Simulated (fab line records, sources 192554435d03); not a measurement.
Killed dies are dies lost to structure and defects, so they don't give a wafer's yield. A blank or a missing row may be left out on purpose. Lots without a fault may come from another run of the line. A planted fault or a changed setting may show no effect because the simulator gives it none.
fab line records | flow n5_finfet
record lots=5 wafers=15 last_day=18
route steps=1938 shown BEOL_M4@1099 BEOL_M5@1112 BEOL_M13@1700 PASSIVATION@1936
lots that met no fault: from a run of the same line without faults
start_h: hours from the record's first day to the start of the lot's first wafer shown | wait_h: hours since the lot's step before | " the same as in the row above | L1.1+2: a row that stands for several wafers | - no value, or no start given | * or withheld: withheld | < > ~ a bound
route shown NAME@n: a module of which the file shows steps, and the number in the route of the first | usual: mean/standard deviation of fault-free wafers | same: alike in all rows | chamber/n: place in a boat | sites: the reading at each site | _std_site: their standard deviation | _edge_site: outer sites' mean less inner sites' | radius_mm: how far each site lies from the wafer's centre | mask NAME#n: copy n | behind: the tool/chamber that last shaped the wafer | hold: why the lot was held/for how many hours/how that ended | device: the transistor (n, p or np) that didn't switch | end of line: the same wafers' tests at the end of the route | a step without rows: its recipe alone | killed: dies lost to structure and defects at the first sort, not the wafer's yield | map: a wafer's dies, x killed, . not, _ none there
set.NAME: the setting as run; set.NAME@STEP: as run at that earlier step | model.NAME: the simulator's own value behind a step, which no gauge read
lots at some steps of the route; a table a step, a row a wafer
services: from which hour (start_h, from the record's first day; less than 0 if before it) a tool's chamber was out of use, for how many hours, and why
## steps
# step N5_BEOL_M4_ANNEAL_95
# recipe temp_c=400 time_s=240 ambient=vacuum
# step N5_BEOL_M4_SPUTTER_96
# recipe material=Cu target_thk_a=45 temp_c=-20 chamber_pressure_pa=0.07 power_w=withheld time_s=8.29
# step N5_BEOL_M4_ECD_50
# recipe material=Cu target_thk_a=3000
# step N5_BEOL_M4_ANNEAL_51
# recipe temp_c=225 time_s=90 ambient=N2
# step N5_BEOL_M4_CMP_52
# recipe stop_on=SiOC t_overpolish_s=6.8 down_force_psi=1 platen_rpm=50 clearing_platen_down_force_psi=1.5 clearing_platen_rpm=50 post_cmp_clean=cu_alkaline target_thk_nm=40 clearing_platen_pad_velocity_m_s=0.99484 pad_velocity_m_s=0.99484
# step N5_BEOL_M4_PRE_CLEAN_60
# recipe gas=NH3/H2 time_s=15 temp_c=* rf_power_w=300
# step N5_BEOL_M4_CO_CAP_55
# recipe material=Co target_thk_a=20 temp_c=200 precursor=CCTBA/H2 pressure_torr=30 time_s=102.1
# step N5_BEOL_M4_PRE_CLEAN_56
# recipe gas=NH3 time_s=15 temp_c=withheld rf_power_w=300
# step N5_BEOL_M4_DEP_57
# recipe material=SiCN target_thk_a=80 temp_c=withheld precursor=3MS/NH3 pressure_torr=3 rf_w=202 time_s=14
# step N5_BEOL_M4_RC_MEAS_101
# usual DIBL_N=36.0/2 DIBL_P=36.2/2.2 IOFF_N=0.16/0.034 IOFF_P=0.21/0.04 ION_N=675/12 ION_P=463/7.2 SS_N=71.6/0.6 SS_P=73.3/0.67 VT_N=250/3 VT_P=-251/3.4
# columns lot.wafer tool chamber start_h wait_h DIBL_N[mV/V] DIBL_P[mV/V] IOFF_N[nA/um] IOFF_P[nA/um] ION_N[uA/um] ION_P[uA/um] SS_N[mV/dec] SS_P[mV/dec] VT_N[mV] VT_P[mV]
L215.2 prober-01 0 217.83 0.2 35.2 36.0 0.18 0.23 690 472 72.1 72.8 243 -248
L215.4 " 0 " " 31.9 32.0 0.11 0.17 665 459 70.5 72.5 255 -253
L215.5 " 0 " " 34.9 35.7 0.16 0.22 677 468 70.7 72.6 250 -247
L220.4 prober-01 0 245.66 0.5 35.2 37.1 0.16 0.24 673 468 70.8 73.5 250 -244
L220.5 " 0 " " 35.5 36.8 0.16 0.23 680 465 70.9 73.3 250 -249
L220.6 " 0 " " 35.8 38.0 0.17 0.25 685 474 71.6 73.7 249 -249
L221.2 prober-01 0 249.96 0.2 36.4 38.3 0.19 0.25 688 469 72.0 73.2 247 -248
L221.3 " 0 " " 35.9 37.2 0.17 0.23 676 468 71.1 72.7 250 -248
L221.6 " 0 " " 35.6 37.1 0.17 0.23 680 470 71.5 73.5 247 -246
L222.2 prober-02 0 269.01 0.2 33.2 33.3 0.11 0.18 672 471 71.9 72.3 255 -252
L222.4 " 0 " " 33.6 34.0 0.11 0.18 659 464 70.6 72.9 254 -250
L222.5 " 0 " " 34.7 34.8 0.13 0.19 663 464 71.6 73.6 253 -254
L231.1 prober-01 0 316.99 0.0 34.8 34.2 0.13 0.17 674 461 71.5 73.4 254 -253
L231.4 " 0 " " 34.8 34.1 0.13 0.18 665 458 71.5 73.5 253 -253
L231.6 " 0 " " 36.5 36.2 0.16 0.20 680 463 71.9 74.2 252 -252
# step N5_BEOL_M5_ILD_DEP_00
# recipe material=SiCOH_lowk target_thk_a=1406.4 temp_c=300 precursor=DEMS/porogen pressure_torr=5 rf_w=500 time_s=25.9
# step N5_BEOL_M5_CURE_79
# recipe temp_c=385 time_s=240 ambient=He/Ar material=SiCOH_lowk
# step N5_BEOL_M5_PECVD_70
# recipe material=SiO2 target_thk_a=160 temp_c=400 precursor=TEOS/O2 pressure_torr=5.5 rf_w=450 teos_flow_sccm=53.8 gas=O2 flow_sccm=3000 time_s=18
# step N5_BEOL_M5_HM_DEP_02
# recipe material=TiN target_thk_a=200 temp_c=25 chamber_pressure_pa=0.49996
# step N5_BEOL_M5_COAT_59
# recipe resist=SOC temp_c=250 time_s=60 spin_rpm=1500 resist_thk_nm=60
# step N5_BEOL_M5_COAT_60
# recipe resist=SiARC temp_c=220 time_s=60 spin_rpm=1500 resist_thk_nm=12
# step N5_BEOL_M5_COAT_71
# recipe resist=underlayer temp_c=205 time_s=60 spin_rpm=1500 resist_thk_nm=5
# step N5_BEOL_M5_COAT_05
# recipe resist=CAR-EUV spin_rpm=1500 resist_thk_nm=30
# step N5_BEOL_M5_EBR_07
# recipe solvent=PGMEA ebr_width_mm=1.5
# step N5_BEOL_M5_SOFTBAKE_06
# recipe temp_c=110 time_s=60 resist=CAR-EUV
# step N5_BEOL_M5_EXPOSE_08
# recipe mask_id=M5 na=0.33 source_shape=annular sigma_inner=0.4 sigma_outer=0.8 polarization=unpolarized target_cd_nm=28 dose_mj=35.75
# step N5_BEOL_M5_PEB_09
# recipe peb_temp_c=100 peb_time_s=60 resist=CAR-EUV
# step N5_BEOL_M5_DEVELOP_10
# recipe develop_time_s=30 developer=TMAH resist=CAR-EUV rinse_liquid=surfactant_rinse dry=air_spin dev_temp_c=23
# step N5_BEOL_M5_DESCUM_16
# recipe chemistry=O2 time_s=7 source_power_w=50 bias_power_w=20 pressure_mtorr=20 rf_frequency_hz=2.712e+07 temp_c=40 resist=CAR-EUV o2_flow_sccm=225
# step N5_BEOL_M5_ETCH_72
# recipe chemistry=N2/H2 target=underlayer target_depth_a=65 mask_material=CAR-EUV time_s=5.2 ion_energy_ev=200 pressure_mtorr=30 source_w=840 bias_w=150 n2_flow_sccm=200 h2_flow_sccm=200 ends=cleared
# step N5_BEOL_M5_ETCH_61
# recipe chemistry=CF4 target=SiARC target_depth_a=156 mask_material=CAR-EUV time_s=26 ion_energy_ev=80 pressure_mtorr=40 source_w=545 bias_w=36 Ar_flow_sccm=100 cf4_flow_sccm=100 ends=cleared
# step N5_BEOL_M5_ETCH_62
# recipe chemistry=N2/H2 target=SOC target_depth_a=750 overetch_a=150 mask_material=SiARC temp_c=40 time_s=112.5 ion_energy_ev=200 pressure_mtorr=30 source_w=840 bias_w=150 n2_flow_sccm=200 h2_flow_sccm=200
# step N5_BEOL_M5_STRIP_63
# recipe chemistry=N2/H2 temp_c=40 n2_flow_sccm=200 h2_flow_sccm=200 rf_frequency_hz=6e+07
# step N5_BEOL_M5_STRIP_73
# recipe chemistry=N2/H2 temp_c=40 n2_flow_sccm=200 h2_flow_sccm=200 rf_frequency_hz=6e+07
# step N5_BEOL_M5_STRIP_64
# recipe chemistry=CF4 resist=SiARC power_w=300 bias_power_w=75 pressure_mtorr=50 cf4_flow_sccm=150 rf_frequency_hz=6e+07
# step N5_BEOL_M5_HM_OPEN_17
# recipe chemistry=Cl2/BCl3 target_depth_a=200 overetch_a=60 target=TiN mask_material=SOC ion_energy_ev=150 pressure_mtorr=10 icp_w=1000 bias_w=126 Cl2_flow_sccm=53.25 bcl3_flow_sccm=21.75 Ar_flow_sccm=25
# step N5_BEOL_M5_STRIP_19
# recipe chemistry=O2 power_w=400 temp_c=40 pressure_mtorr=30 rf_frequency_hz=6e+07 bias_power_w=0 overash_fraction=0.2 o2_flow_sccm=225
# step N5_BEOL_M5_COAT_65
# recipe resist=SOC temp_c=250 time_s=60 spin_rpm=1500 resist_thk_nm=60
# step N5_BEOL_M5_COAT_66
# recipe resist=SiARC temp_c=220 time_s=60 spin_rpm=1500 resist_thk_nm=12
# step N5_BEOL_M13_ETCH_38
# recipe chemistry=CF4/N2 target=SiCN target_depth_a=675 taper_deg=2 time_s=71.9 ion_energy_ev=150 mask_material=SiO2 pressure_mtorr=40 source_w=430 bias_w=70 Ar_flow_sccm=100 cf4_flow_sccm=60 n2_flow_sccm=60
# usual bias_w=70.01/0.21 cf4_flow_sccm=60.01/0.16 chamber_pressure_mTorr=40.00/0.036 drypump_motor_current_A=5.78/0.29 mfc_ar_sccm=100.0/0.35 oes_product_au=0.76/0.071 rf_vpp_V=382.5/1.9 showerhead_plenum_p_Torr=2.22/0.071 throttle_valve_pct=15.41/0.24
# columns lot.wafer tool chamber start_h wait_h bias_w cf4_flow_sccm chamber_pressure_mTorr drypump_motor_current_A mfc_ar_sccm oes_product_au rf_hours_counter_h rf_vpp_V showerhead_plenum_p_Torr throttle_valve_pct model.SiOC_of_BEOL_M13_ILD_DEP_00.thk_nm
L215.2 rie_diel-03 1 302.15 - 70.16 59.83 39.96 6.37 99.9 0.68 204 384.4 2.27 15.23 792.4
L215.4 " 0 " " 69.91 59.91 40.00 5.57 99.4 0.85 81 383.2 2.24 15.34 787.6
L215.5 " 0 " " 70.22 59.94 39.98 5.60 99.8 0.85 - 385.1 2.24 15.34 786
L221.2 rie_diel-03 1 345.31 - - - - - - - - - - - 835.2
L221.3 " 0 " " - - - - - - - - - - 848.8
L221.6 " 1 " " - - - - - - - - - - 855.4
L220.4 rie_diel-06 2 350.37 - - - - - - - - - - - 851.6
L220.5 " 2 " " - - - - - - - - - - 833.8
L220.6 " 3 " " - - - - - - - - - - 854.4
L222.2 rie_diel-03 0 359.68 - - - - - - - - - - - 828.8
L222.4 " 2 " " - - - - - - - - - - 839
L222.5 " 0 " " - - - - - - - - - - 842.2
L231.1 rie_diel-06 3 403.73 - 70.02 60.23 40.05 5.84 100.6 0.80 114 381.6 2.12 15.12 790.8
L231.4 " 1 " " 69.65 60.17 40.05 5.41 100.0 0.72 - 383.8 2.26 15.60 802.6
L231.6 " 2 " " 70.07 59.94 40.04 5.83 99.9 0.72 - 381.8 2.18 15.71 803
# step N5_BEOL_M13_CMP_49
# recipe stop_on=SiOC t_overpolish_s=17.1 down_force_psi=1 platen_rpm=50 clearing_platen_down_force_psi=1.5 clearing_platen_rpm=50 post_cmp_clean=cu_alkaline target_thk_nm=420 clearing_platen_pad_velocity_m_s=0.99484 pad_velocity_m_s=0.99484
# usual motor_current_A=6.1/0.54 slurry_flow_ml_min=149.9/0.46
# columns lot.wafer tool chamber start_h wait_h motor_current_A slurry_flow_ml_min model.SiOC_of_BEOL_M13_ILD_DEP_00.thk_nm
L215.4 cmp-01 2 303.50 0.2 5.7 149.7 777.6
L215.2 " 0 " " 6.1 150.1 782.4
L215.5 " 2 " " 5.3 150.1 776
L221.3 cmp-04 0 346.72 0.2 6.2 150.5 838.8
L221.2 " 1 " " 6.9 149.5 825.2
L221.6 " 2 " " 5.6 150.3 845.4
L220.4 cmp-03 0 351.72 0.2 6.0 149.4 841.6
L220.5 " 3 " " 6.3 150.1 823.8
L220.6 " 0 " " 5.9 149.3 844.4
L222.2 cmp-01 2 360.97 0.3 5.4 150.5 819
L222.4 " 0 " " 6.0 149.9 829
L222.5 " 1 " " 7.0 150.2 832.2
L231.1 cmp-03 2 405.51 0.3 5.3 150.2 780.8
L231.4 " 0 " " 5.9 150.8 792.6
L231.6 " 1 " " 7.3 149.6 793
# step N5_PASSIVATION_PROBE_49
# usual defect_limited_yield=91.5/1.5 killed_at_M0_to_M3=33/10 killed_at_M4_up=15/6.4 killed_at_contacts=12/5.4 killed_at_front_end=38/9.8 killed_at_other=4/3.1 killed_dies=101/18 killed_on_rim=13/3.9 killed_open=67/14 killed_short=33/7.9 sort_bin_5_function=5.0/1 sort_bin_6_memory=3.2/0.67 sort_n_pass=1079/18 sort_yield_pct=91.5/1.5
# same gross_dies=1180 killed_at_back_side=0 sort_bin_4_leakage[%]=0 sort_bin_8_speed[%]=0
# columns lot.wafer tool chamber start_h wait_h defect_limited_yield[%] killed_at_M0_to_M3 killed_at_M4_up killed_at_contacts killed_at_front_end killed_at_other killed_dies killed_on_rim killed_open killed_short sort_bin_5_function[%] sort_bin_6_memory[%] sort_n_pass sort_yield_pct[%]
L215.2 prober-02 - 330.87 0.1 90.1 40 26 6 42 3 117 18 82 29 6.3 3.2 1063 90.1
L215.4 prober-02 - 330.97 0.2 90.0 46 26 7 35 4 118 18 69 48 5.8 4.1 1062 90.0
L215.5 prober-02 - 331.02 0.2 88.0 57 32 15 37 1 142 21 102 40 8.0 3.6 1038 88.0
L221.2 prober-01 - 388.37 0.1 0 32 1113 8 24 3 1180 152 48 25 97.7 1.9 0 0
L221.3 prober-01 - 388.42 0.1 0 24 1120 4 28 4 1180 152 52 15 97.7 2.1 0 0
L221.6 prober-01 - 388.57 0.3 0 30 1113 14 22 1 1180 152 54 28 97.4 2.4 0 0
L222.2 prober-02 - 389.02 0.1 0 30 1093 13 39 5 1180 152 63 37 96.1 3.6 0 0
L222.4 prober-02 - 389.12 0.2 0 46 1098 5 30 1 1180 152 70 31 96.9 2.9 0 0
L222.5 prober-02 - 389.17 0.2 0 55 1069 8 48 0 1180 152 94 47 95.7 3.9 0 0
L220.4 prober-01 - 390.45 0.2 0 18 1104 16 40 2 1180 152 60 27 97.0 2.9 0 0
L220.5 prober-01 - 390.50 0.2 0 22 1113 13 31 1 1180 152 53 33 97.1 2.7 0 0
L220.6 prober-01 - 390.55 0.3 0 42 1086 15 33 4 1180 152 80 27 96.3 3.6 0 0
# killed by level:class
L215.2 BEOL_M3:geometric_particle:open=20 BEOL_M4:geometric_particle:open=15 FIN_SAQP:geometric_particle:open=10 BEOL_M0_SAQP:geometric_particle:short=8 FIN_SAQP:geometric_particle:short=7 MOL_CONTACT_COAG:geometric_particle:open=6 BEOL_M0_SAQP:geometric_particle:open=5 DUMMY_GATE:geometric_particle:open=4
L215.4 BEOL_M0_SAQP:geometric_particle:short=24 BEOL_M4:geometric_particle:open=14 FIN_SAQP:geometric_particle:short=12 STI_FIN_REVEAL:geometric_particle:open=10 BEOL_M0_SAQP:geometric_particle:open=8 MOL_CONTACT_COAG:geometric_particle:open=6 BEOL_M3:geometric_particle:open=6 FIN_SAQP:geometric_particle:open=5
L215.5 BEOL_M4:geometric_particle:open=18 BEOL_M0_SAQP:geometric_particle:open=16 MOL_CONTACT_COAG:geometric_particle:open=14 BEOL_M3:geometric_particle:open=14 BEOL_M0_SAQP:geometric_particle:short=10 BEOL_M1:geometric_particle:open=10 FIN_SAQP:geometric_particle:short=7 FIN_SAQP:geometric_particle:open=6
L221.2 BEOL_M13:area_etch=1105 BEOL_M3:geometric_particle:open=10 STI_FIN_REVEAL:geometric_particle:open=7 BEOL_M2:geometric_particle:open=7 FIN_SAQP:geometric_particle:short=5 MOL_CONTACT_COAG:geometric_particle:open=5 BEOL_M0_SAQP:geometric_particle:short=4 MOL_CONTACT_COAG:geometric_particle:short=3
L221.3 BEOL_M13:area_etch=1111 BEOL_M0_SAQP:geometric_particle:open=8 FIN_SAQP:geometric_particle:short=6 BEOL_M3:geometric_particle:open=6 FIN_SAQP:geometric_particle:open=5 ILD0:geometric_particle:open=5 MOL_CONTACT_COAG:geometric_particle:open=4 BEOL_M2:geometric_particle:open=4
L221.6 BEOL_M13:area_etch=1098 MOL_CONTACT_COAG:geometric_particle:open=12 BEOL_M4:geometric_particle:open=11 BEOL_M3:geometric_particle:open=7 BEOL_M0_SAQP:geometric_particle:short=6 GATE_CUT:geometric_particle:short=5 BEOL_M0_SAQP:geometric_particle:open=5 ILD0:geometric_particle:open=4
L222.2 BEOL_M13:area_etch=1079 MOL_CONTACT_COAG:geometric_particle:open=10 BEOL_M0_SAQP:geometric_particle:open=9 STI_FIN_REVEAL:geometric_particle:open=8 BEOL_M3:geometric_particle:open=8 BEOL_M4:geometric_particle:open=8 GATE_CUT:geometric_particle:short=6 BEOL_M4:geometric_particle:short=5
L222.4 BEOL_M13:area_etch=1079 BEOL_M2:geometric_particle:open=12 BEOL_M4:geometric_particle:open=12 BEOL_M0_SAQP:geometric_particle:short=11 BEOL_M3:geometric_particle:open=7 BEOL_M0_SAQP:geometric_particle:open=7 FIN_SAQP:geometric_particle:short=6 FIN_SAQP:geometric_particle:open=5
L222.5 BEOL_M13:area_etch=1039 FIN_SAQP:geometric_particle:open=13 FIN_SAQP:geometric_particle:short=13 BEOL_M2:geometric_particle:open=13 BEOL_M3:geometric_particle:open=13 BEOL_M4:geometric_particle:open=13 BEOL_M0_SAQP:geometric_particle:short=9 MOL_CONTACT_COAG:geometric_particle:open=7
L220.4 BEOL_M13:area_etch=1093 MOL_CONTACT_COAG:geometric_particle:open=13 FIN_SAQP:geometric_particle:short=11 STI_FIN_REVEAL:geometric_particle:open=8 BEOL_M0_SAQP:geometric_particle:open=8 FIN_SAQP:geometric_particle:open=6 DUMMY_GATE:geometric_particle:open=6 BEOL_M4:geometric_particle:open=5
L220.5 BEOL_M13:area_etch=1093 MOL_CONTACT_COAG:geometric_particle:open=9 FIN_SAQP:geometric_particle:short=6 STI_FIN_REVEAL:geometric_particle:open=6 BEOL_M0_SAQP:geometric_particle:short=5 FIN_SAQP:geometric_particle:open=4 MOL_CONTACT_COAG:geometric_particle:short=4 BEOL_M1:geometric_particle:open=4
L220.6 BEOL_M13:area_etch=1073 MOL_CONTACT_COAG:geometric_particle:open=15 BEOL_M0_SAQP:geometric_particle:open=15 BEOL_M3:geometric_particle:open=8 BEOL_M0_SAQP:geometric_particle:short=6 STI_FIN_REVEAL:geometric_particle:open=5 DUMMY_GATE:geometric_particle:open=5 ILD0:geometric_particle:open=5
# map L220.4 (x killed, . not)
_________________xxxxxxxxxxxx________________
______________xxxxxxxxxxxxxxxxxx_____________
___________xxxxxxxxxxxxxxxxxxxxxxxx__________
__________xxxxxxxxxxxxxxxxxxxxxxxxxx_________
________xxxxxxxxxxxxxxxxxxxxxxxxxxxxxx_______
_______xxxxxxxxxxxxxxxxxxxxxxxxxxxxxxxx______
______xxxxxxxxxxxxxxxxxxxxxxxxxxxxxxxxxx_____
_____xxxxxxxxxxxxxxxxxxxxxxxxxxxxxxxxxxxx____
____xxxxxxxxxxxxxxxxxxxxxxxxxxxxxxxxxxxxxx___
___xxxxxxxxxxxxxxxxxxxxxxxxxxxxxxxxxxxxxxxx__
___xxxxxxxxxxxxxxxxxxxxxxxxxxxxxxxxxxxxxxxx__
__xxxxxxxxxxxxxxxxxxxxxxxxxxxxxxxxxxxxxxxxxx_
__xxxxxxxxxxxxxxxxxxxxxxxxxxxxxxxxxxxxxxxxxx_
_xxxxxxxxxxxxxxxxxxxxxxxxxxxxxxxxxxxxxxxxxxxx
_xxxxxxxxxxxxxxxxxxxxxxxxxxxxxxxxxxxxxxxxxxxx
_xxxxxxxxxxxxxxxxxxxxxxxxxxxxxxxxxxxxxxxxxxxx
_xxxxxxxxxxxxxxxxxxxxxxxxxxxxxxxxxxxxxxxxxxxx
_xxxxxxxxxxxxxxxxxxxxxxxxxxxxxxxxxxxxxxxxxxxx
_xxxxxxxxxxxxxxxxxxxxxxxxxxxxxxxxxxxxxxxxxxxx
_xxxxxxxxxxxxxxxxxxxxxxxxxxxxxxxxxxxxxxxxxxxx
_xxxxxxxxxxxxxxxxxxxxxxxxxxxxxxxxxxxxxxxxxxxx
__xxxxxxxxxxxxxxxxxxxxxxxxxxxxxxxxxxxxxxxxxx_
__xxxxxxxxxxxxxxxxxxxxxxxxxxxxxxxxxxxxxxxxxx_
___xxxxxxxxxxxxxxxxxxxxxxxxxxxxxxxxxxxxxxxx__
___xxxxxxxxxxxxxxxxxxxxxxxxxxxxxxxxxxxxxxxx__
____xxxxxxxxxxxxxxxxxxxxxxxxxxxxxxxxxxxxxx___
_____xxxxxxxxxxxxxxxxxxxxxxxxxxxxxxxxxxxx____
______xxxxxxxxxxxxxxxxxxxxxxxxxxxxxxxxxx_____
_______xxxxxxxxxxxxxxxxxxxxxxxxxxxxxxxx______
________xxxxxxxxxxxxxxxxxxxxxxxxxxxxxx_______
__________xxxxxxxxxxxxxxxxxxxxxxxxxx_________
___________xxxxxxxxxxxxxxxxxxxxxxxx__________
______________xxxxxxxxxxxxxxxxxx_____________
_________________xxxxxxxxxxxx________________
# map L221.2 (x killed, . not)
_________________xxxxxxxxxxxx________________
______________xxxxxxxxxxxxxxxxxx_____________
___________xxxxxxxxxxxxxxxxxxxxxxxx__________
__________xxxxxxxxxxxxxxxxxxxxxxxxxx_________
________xxxxxxxxxxxxxxxxxxxxxxxxxxxxxx_______
_______xxxxxxxxxxxxxxxxxxxxxxxxxxxxxxxx______
______xxxxxxxxxxxxxxxxxxxxxxxxxxxxxxxxxx_____
_____xxxxxxxxxxxxxxxxxxxxxxxxxxxxxxxxxxxx____
____xxxxxxxxxxxxxxxxxxxxxxxxxxxxxxxxxxxxxx___
___xxxxxxxxxxxxxxxxxxxxxxxxxxxxxxxxxxxxxxxx__
___xxxxxxxxxxxxxxxxxxxxxxxxxxxxxxxxxxxxxxxx__
__xxxxxxxxxxxxxxxxxxxxxxxxxxxxxxxxxxxxxxxxxx_
__xxxxxxxxxxxxxxxxxxxxxxxxxxxxxxxxxxxxxxxxxx_
_xxxxxxxxxxxxxxxxxxxxxxxxxxxxxxxxxxxxxxxxxxxx
_xxxxxxxxxxxxxxxxxxxxxxxxxxxxxxxxxxxxxxxxxxxx
_xxxxxxxxxxxxxxxxxxxxxxxxxxxxxxxxxxxxxxxxxxxx
_xxxxxxxxxxxxxxxxxxxxxxxxxxxxxxxxxxxxxxxxxxxx
_xxxxxxxxxxxxxxxxxxxxxxxxxxxxxxxxxxxxxxxxxxxx
_xxxxxxxxxxxxxxxxxxxxxxxxxxxxxxxxxxxxxxxxxxxx
_xxxxxxxxxxxxxxxxxxxxxxxxxxxxxxxxxxxxxxxxxxxx
_xxxxxxxxxxxxxxxxxxxxxxxxxxxxxxxxxxxxxxxxxxxx
__xxxxxxxxxxxxxxxxxxxxxxxxxxxxxxxxxxxxxxxxxx_
__xxxxxxxxxxxxxxxxxxxxxxxxxxxxxxxxxxxxxxxxxx_
___xxxxxxxxxxxxxxxxxxxxxxxxxxxxxxxxxxxxxxxx__
___xxxxxxxxxxxxxxxxxxxxxxxxxxxxxxxxxxxxxxxx__
____xxxxxxxxxxxxxxxxxxxxxxxxxxxxxxxxxxxxxx___
_____xxxxxxxxxxxxxxxxxxxxxxxxxxxxxxxxxxxx____
______xxxxxxxxxxxxxxxxxxxxxxxxxxxxxxxxxx_____
_______xxxxxxxxxxxxxxxxxxxxxxxxxxxxxxxx______
________xxxxxxxxxxxxxxxxxxxxxxxxxxxxxx_______
__________xxxxxxxxxxxxxxxxxxxxxxxxxx_________
___________xxxxxxxxxxxxxxxxxxxxxxxx__________
______________xxxxxxxxxxxxxxxxxx_____________
_________________xxxxxxxxxxxx________________
## services
# columns tool chamber start_h hours kind
rie_diel-06 3 291.33 1.9 repair
cmp-01 - 295.25 2.0 repair
cmp-03 - 299.96 2.0 repair
cmp-03 - 303.94 4.4 pm
cmp-01 - 306.26 4.0 pm
cmp-04 - 306.53 4.0 pm
cmp-01 - 310.26 - consumable_replace:conditioner
cmp-01 - 310.26 - consumable_replace:pad
cmp-04 - 310.53 - consumable_replace:conditioner
cmp-04 - 310.53 - consumable_replace:pad
cmp-04 - 312.89 5.5 repair
cmp-04 - 355.56 2.0 repair
cmp-04 - 359.65 3.6 pm
cmp-03 - 364.38 5.4 repair
rie_diel-06 0 369.06 18.3 repair
rie_diel-06 0 387.43 - clean
rie_diel-06 0 387.43 - consumable_replace:focus_ring
rie_diel-06 0 387.43 22.2 scheduled_down
rie_diel-06 0 387.43 22.2 vent_cycle
cmp-03 - 389.48 4.0 pm
cmp-03 - 393.48 - consumable_replace:conditioner
cmp-03 - 393.48 - consumable_replace:pad
cmp-01 - 402.22 2.5 repair
## key
first_sign step=N5_BEOL_M13_ETCH_38 reading=tool_record direction=missing
effect step=N5_PASSIVATION_PROBE_49 reading=killed_at_M4_up direction=up sigmas=99+ usual=15 struck=1101
model_effect step=N5_BEOL_M13_ETCH_38 value=SiOC_of_BEOL_M13_ILD_DEP_00.thk_nm without=795.3 struck=843.2
model_effect step=N5_BEOL_M13_CMP_49 value=SiOC_of_BEOL_M13_ILD_DEP_00.thk_nm without=785.3 struck=833.3
more_kills_born_at N5_BEOL_M13_ETCH_38@rie_diel-03=6511 N5_BEOL_M13_ETCH_38@rie_diel-06=3259
met_at N5_BEOL_M13_ETCH_38
struck_wafers L220.4,L220.5,L220.6,L221.2,L221.3,L221.6,L222.2,L222.4,L222.5
later_rows_left_out L220.4,L220.5,L220.6,L221.2,L221.3,L221.6,L222.2,L222.4,L222.5
onset_between 302.15 345.31
fault kind=skipped_step_whole tool=rie_diel-03,rie_diel-06 chamber=- onset_h=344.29 steps=N5_BEOL_M13_ETCH_38 scope=struck_lots_only
# later_rows_left_out: the simulator's readings of these wafers behind a module that went badly wrong aren't trusted and aren't shown, but for the sort
